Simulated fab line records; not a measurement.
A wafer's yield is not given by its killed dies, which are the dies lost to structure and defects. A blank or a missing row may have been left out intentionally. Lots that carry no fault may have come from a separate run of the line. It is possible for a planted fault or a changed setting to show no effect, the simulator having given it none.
The tool behind it: which one? ; flow nand harc ; 36 wafers from 12 lots sampled at 2 of the route's 1159 steps

== WHAT THE GAUGES READ, wafer by wafer ==
NHARC_A_STAIRCASE_INSPECT_155.
lot;measured;on;raw defect count
L075;day 14 01:56;defect inspect-01;281 277 201
L077;day 14 20:40;defect inspect-02;208 258 334
L080;day 14 20:17;defect inspect-02;223 469 366
L081;day 15 10:01;defect inspect-02;354 547 421
L082;day 15 21:37;defect inspect-02;281 758 433
L085;day 16 23:34;defect inspect-01;397 303 574
L087;day 16 23:37;defect inspect-01;297 278 307
L088;day 17 15:44;defect inspect-01;410 520 384
L091;day 17 20:41;defect inspect-02;526 488 386
L092;day 18 01:35;defect inspect-02;179 336 189
L096;day 18 13:07;defect inspect-01;390 385 479
L097;day 19 23:00;defect inspect-02;406 332 328

== EACH LOT AND THE TOOL THAT RAN IT (in order: tool; ch and the chambers of the sampled wafers; start) ==
lot;NHARC_A_STAIRCASE_ALD_420
L075;ald hk-02 ch 1,3, day 12 15:44
L077;ald hk-02 ch 1,2,3, day 13 02:52
L080;ald hk-03 ch 1,2,3, day 13 04:49
L081;ald hk-01 ch 0,1,2, day 13 18:41
L082;ald hk-03 ch 0,3, day 14 07:49
L085;ald hk-02 ch 2,3, day 15 06:28
L087;ald hk-01 ch 0,1,2, day 15 06:50
L088;ald hk-03 ch 0,1,3, day 16 02:40
L091;ald hk-02 ch 2,3, day 16 08:21
L092;ald hk-02 ch 2,3, day 16 13:28
L096;ald hk-01 ch 0,2,3, day 17 03:41
L097;ald hk-02 ch 1,2,3, day 18 04:01
- NHARC_A_STAIRCASE_ALD_420: deposits SiO2, target thk 20 nm, pulse time 6 s, ald cycles 200.

== THE ANSWER, worked out from the rows above alone ==
Rule: the usual values come from the lots themselves. The widest of any qualifying gaps counts: lots, ordered by their means at a reading, are off when they make up no more than a third of the lots, leave a main group of 4 or more, and stand apart from it by 3 or more times the standard deviation of that group's means. A main group is skipped when, at the precision printed for the reading in the tables above, its means are all equal. A lot without any number at a reading at which 4 lots or more have one is off too. All remaining lots with rows at the step are treated as sound.
Across all readings shown, no lot is off: no conclusion can be drawn from this.

== WHAT HAD BEEN PUT IN BY THE SIMULATOR ==
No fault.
